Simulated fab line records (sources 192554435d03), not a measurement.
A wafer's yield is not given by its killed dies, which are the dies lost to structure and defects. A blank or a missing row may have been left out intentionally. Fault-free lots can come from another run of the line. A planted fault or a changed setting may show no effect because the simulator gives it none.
What tool caused it? -- flow n5Finfet -- 72 wafers from 24 lots sampled at 6 of the route's 1938 steps

== WHAT THE GAUGES SHOWED, per wafer ==
N5_BEOL_M9_CD_MEAS_35: target cd 70 nm, target cd y 40 nm.
lot,measured,on,cdNm (nm)
L074,day 9 15:26,cdSem-02,70.8 72.2 71.2
L075,day 9 19:08,cdSem-01,70.3 69.4 70.7
L076,day 9 23:19,cdSem-01,69.3 69.9 69.6
L078,day 10 06:05,cdSem-01,70.4 70.8 70.8
L077,day 10 05:32,cdSem-02,70.1 70.1 70.2
L079,day 10 14:08,cdSem-02,70.1 69.3 69.6
L080,day 10 21:42,cdSem-02,70.8 70.8 71.6
L081,day 11 17:30,cdSem-02,69.5 68.7 68.5
L082,day 12 00:01,cdSem-02,70.7 69.6 70.1
L083,day 12 11:07,cdSem-02,70.5 70.9 71.4
L084,day 12 19:08,cdSem-02,70.2 70.0 69.7
L085,day 12 19:19,cdSem-01,70.2 71.4 70.2
L086,day 12 21:47,cdSem-01,70.6 68.8 69.3
L088,day 12 23:56,cdSem-03,71.5 69.6 70.5
L087,day 13 09:17,cdSem-01,71.5 71.2 70.5
L089,day 13 09:33,cdSem-01,70.6 69.9 70.1
L090,day 13 13:20,cdSem-02,70.8 70.5 70.4
L091,day 14 13:55,cdSem-03,69.3 70.6 69.7
L094,day 14 13:52,cdSem-03,70.6 70.1 69.3
L092,day 14 17:27,cdSem-01,69.8 69.9 71.5
L093,day 14 19:44,cdSem-02,70.3 70.1 70.4
L096,day 15 12:02,cdSem-01,70.5 70.8 70.6
L095,day 15 12:34,cdSem-03,71.0 70.5 70.5
L097,day 15 14:08,cdSem-03,70.7 71.1 70.7

N5_BEOL_M9_RS_MEAS_57: a four-point-probe measurement.
lot,measured,on,M9_RS (ohm/sq)
L074,day 9 17:59,filmMetro-01,0.149 0.152 0.152
L075,day 9 22:05,filmMetro-02,0.156 0.150 0.154
L076,day 10 01:56,filmMetro-01,0.158 0.156 0.156
L078,day 10 09:07,filmMetro-02,0.147 0.148 0.154
L077,day 10 08:23,filmMetro-02,0.152 0.148 0.150
L079,day 10 17:08,filmMetro-02,0.151 0.150 0.153
L080,day 11 00:30,filmMetro-01,0.149 0.150 0.151
L081,day 11 19:41,filmMetro-01,0.150 0.155 0.152
L082,day 12 04:54,filmMetro-01,0.153 0.154 0.149
L083,day 12 13:23,filmMetro-01,0.155 0.149 0.150
L084,day 12 22:30,filmMetro-01,0.156 0.156 0.153
L085,day 12 23:23,filmMetro-01,0.147 0.158 0.155
L086,day 13 01:38,filmMetro-02,0.153 0.149 0.155
L088,day 13 01:59,filmMetro-02,0.148 0.151 0.150
L087,day 13 13:08,filmMetro-01,0.157 0.154 0.149
L089,day 13 12:39,filmMetro-02,0.154 0.156 0.151
L090,day 13 15:31,filmMetro-01,0.155 0.157 0.151
L091,day 14 17:32,filmMetro-01,0.155 0.156 0.153
L094,day 14 16:02,filmMetro-01,0.148 0.160 0.149
L092,day 14 20:22,filmMetro-02,0.149 0.148 0.149
L093,day 14 21:44,filmMetro-02,0.152 0.154 0.146
L096,day 15 15:25,filmMetro-02,0.157 0.151 0.145
L095,day 15 15:41,filmMetro-01,0.153 0.153 0.144
L097,day 15 17:48,filmMetro-02,0.146 0.153 0.153

== EACH LOT AND THE TOOL THAT RAN IT (in order: tool; ch and the chambers of the sampled wafers; start) ==
lot,N5_BEOL_M8_DEGAS_44,N5_BEOL_M8_SURFACE_TREAT_79,N5_BEOL_M9_PRE_CLEAN_45,N5_BEOL_M9_ALD_74
L074,"pvdSputter-03, day 9 06:53","pvdSputter-03, day 9 07:26","pvdSputter-01, day 9 15:52","aldMetal-03 ch 0,2,3, day 9 15:55"
L075,"pvdSputter-02, day 9 11:03","pvdSputter-02, day 9 11:27","pvdSputter-03, day 9 19:56","aldMetal-02 ch 1,2, day 9 20:10"
L076,"pvdSputter-03, day 9 16:28","pvdSputter-03, day 9 16:51","pvdSputter-03, day 9 23:43","aldMetal-03 ch 1,2,3, day 9 23:47"
L078,"pvdSputter-03, day 9 21:53","pvdSputter-03, day 9 22:17","pvdSputter-02, day 10 07:13","aldMetal-01 ch 0,2,3, day 10 07:27"
L077,"pvdSputter-01, day 9 22:16","pvdSputter-03, day 9 22:41","pvdSputter-01, day 10 06:38","aldMetal-01 ch 1,2,3, day 10 06:46"
L079,"pvdSputter-01, day 10 06:41","pvdSputter-02, day 10 07:16","pvdSputter-02, day 10 15:38","aldMetal-03 ch 0,3, day 10 15:42"
L080,"pvdSputter-02, day 10 16:01","pvdSputter-03, day 10 16:26","pvdSputter-02, day 10 22:55","aldMetal-02 ch 0,1,3, day 10 22:58"
L081,"pvdSputter-03, day 11 04:06","pvdSputter-01, day 11 04:38","pvdSputter-01, day 11 18:04","aldMetal-02 ch 0,1,3, day 11 18:07"
L082,"pvdSputter-03, day 11 17:47","pvdSputter-01, day 11 18:16","pvdSputter-02, day 12 00:44","aldMetal-02 ch 0,2,3, day 12 00:48"
L083,"pvdSputter-03, day 12 04:13","pvdSputter-02, day 12 04:44","pvdSputter-01, day 12 11:37","aldMetal-02 ch 0,1,2, day 12 11:41"
L084,"pvdSputter-01, day 12 12:09","pvdSputter-02, day 12 12:32","pvdSputter-01, day 12 19:34","aldMetal-01 ch 1,2,3, day 12 19:38"
L085,"pvdSputter-02, day 12 12:28","pvdSputter-01, day 12 14:27","pvdSputter-03, day 12 19:52","aldMetal-01 ch 1,2, day 12 19:56"
L086,"pvdSputter-02, day 12 15:08","pvdSputter-01, day 12 15:43","pvdSputter-01, day 13 00:01","aldMetal-01 ch 0,2,3, day 13 00:04"
L088,"pvdSputter-03, day 12 18:58","pvdSputter-01, day 12 19:23","pvdSputter-01, day 13 00:21","aldMetal-01 ch 0,1,3, day 13 00:25"
L087,"pvdSputter-01, day 13 00:14","pvdSputter-02, day 13 00:38","pvdSputter-03, day 13 09:59","aldMetal-02 ch 1,2,3, day 13 10:03"
L089,"pvdSputter-01, day 13 00:31","pvdSputter-02, day 13 01:11","pvdSputter-03, day 13 10:09","aldMetal-01 ch 0,1,3, day 13 10:14"
L090,"pvdSputter-02, day 13 04:16","pvdSputter-01, day 13 04:50","pvdSputter-01, day 13 13:52","aldMetal-03 ch 1,3, day 13 13:56"
L091,"pvdSputter-03, day 14 02:35","pvdSputter-02, day 14 05:04","pvdSputter-03, day 14 14:37","aldMetal-02 ch 1,2,3, day 14 14:42"
L094,"pvdSputter-01, day 14 06:09","pvdSputter-01, day 14 06:39","pvdSputter-01, day 14 14:19","aldMetal-03 ch 2,3, day 14 14:23"
L092,"pvdSputter-01, day 14 06:41","pvdSputter-02, day 14 10:47","pvdSputter-03, day 14 18:10","aldMetal-01 ch 0,2,3, day 14 18:14"
L093,"pvdSputter-01, day 14 12:23","pvdSputter-01, day 14 12:52","pvdSputter-02, day 14 20:08","aldMetal-02 ch 0,1, day 14 20:12"
L096,"pvdSputter-02, day 15 02:29","pvdSputter-01, day 15 02:55","pvdSputter-02, day 15 12:56","aldMetal-01 ch 0,1,3, day 15 13:00"
L095,"pvdSputter-02, day 15 04:00","pvdSputter-03, day 15 04:23","pvdSputter-01, day 15 13:17","aldMetal-03 ch 0,1,2, day 15 13:22"
L097,"pvdSputter-03, day 15 06:50","pvdSputter-02, day 15 07:31","pvdSputter-01, day 15 16:12","aldMetal-02 ch 0,1,3, day 15 16:16"
- N5_BEOL_M8_DEGAS_44: time 60 s.
- N5_BEOL_M8_SURFACE_TREAT_79
- N5_BEOL_M9_PRE_CLEAN_45: time 30 s.
- N5_BEOL_M9_ALD_74: deposits TaN, target thk 2 nm, pulse time 2 s, purge time 3 s.

== AS READ BY THE TOOLS THEMSELVES (means over the sampled wafers that have a number; for cases with no such wafer, the mark the record gives instead) ==
N5_BEOL_M8_DEGAS_44.
lot,tool,heaterPowerW (W)
L074,pvdSputter-03,370
L075,pvdSputter-02,328
L076,pvdSputter-03,355
L078,pvdSputter-03,386
L077,pvdSputter-01,324
L079,pvdSputter-01,317
L080,pvdSputter-02,329
L081,pvdSputter-03,380
L082,pvdSputter-03,362
L083,pvdSputter-03,377
L084,pvdSputter-01,310
L085,pvdSputter-02,341
L086,pvdSputter-02,328
L088,pvdSputter-03,371
L087,pvdSputter-01,322
L089,pvdSputter-01,307
L090,pvdSputter-02,345
L091,pvdSputter-03,356
L094,pvdSputter-01,309
L092,pvdSputter-01,356
L093,pvdSputter-01,307
L096,pvdSputter-02,331
L095,pvdSputter-02,316
L097,pvdSputter-03,366

N5_BEOL_M9_PRE_CLEAN_45.
lot,tool,heaterPowerW (W)
L074,pvdSputter-01,338
L075,pvdSputter-03,379
L076,pvdSputter-03,382
L078,pvdSputter-02,331
L077,pvdSputter-01,344
L079,pvdSputter-02,341
L080,pvdSputter-02,314
L081,pvdSputter-01,341
L082,pvdSputter-02,328
L083,pvdSputter-01,308
L084,pvdSputter-01,310
L085,pvdSputter-03,362
L086,pvdSputter-01,319
L088,pvdSputter-01,338
L087,pvdSputter-03,363
L089,pvdSputter-03,357
L090,pvdSputter-01,313
L091,pvdSputter-03,350
L094,pvdSputter-01,308
L092,pvdSputter-03,374
L093,pvdSputter-02,352
L096,pvdSputter-02,329
L095,pvdSputter-01,337
L097,pvdSputter-01,312

N5_BEOL_M9_ALD_74.
lot,tool,heaterPowerW (W)
L074,aldMetal-03,440
L075,aldMetal-02,415
L076,aldMetal-03,418
L078,aldMetal-01,441
L077,aldMetal-01,417
L079,aldMetal-03,453
L080,aldMetal-02,415
L081,aldMetal-02,424
L082,aldMetal-02,425
L083,aldMetal-02,399
L084,aldMetal-01,426
L085,aldMetal-01,420
L086,aldMetal-01,448
L088,aldMetal-01,406
L087,aldMetal-02,442
L089,aldMetal-01,396
L090,aldMetal-03,436
L091,aldMetal-02,435
L094,aldMetal-03,462
L092,aldMetal-01,448
L093,aldMetal-02,377
L096,aldMetal-01,402
L095,aldMetal-03,406
L097,aldMetal-02,415

== THE ANSWER, worked out from the rows above alone ==
Rule: usual is defined by the lots themselves. Put in order of their means at a reading, lots are off if they are a third of the lots or fewer, leave a main group of 4 or more, and stand apart from it by a gap of 3 or more times the standard deviation of the main group's means; of several such gaps the widest counts. A main group whose means are all the same, to the digits that the tables above print for the reading, isn't used. Also off: a lot with no number at a reading for which 4 or more lots have one. All remaining lots with rows at the step are treated as sound. First the gauges in route order, then the tools' own readings, where a lot's mean is used as printed above. The first step at which some lot is off is used, and at that step the reading that is off furthest; a lot without a number counts as furthest.
No lot is off at any reading shown: from this, nothing can be told.

== WHAT THE SIMULATOR HAD INSERTED ==
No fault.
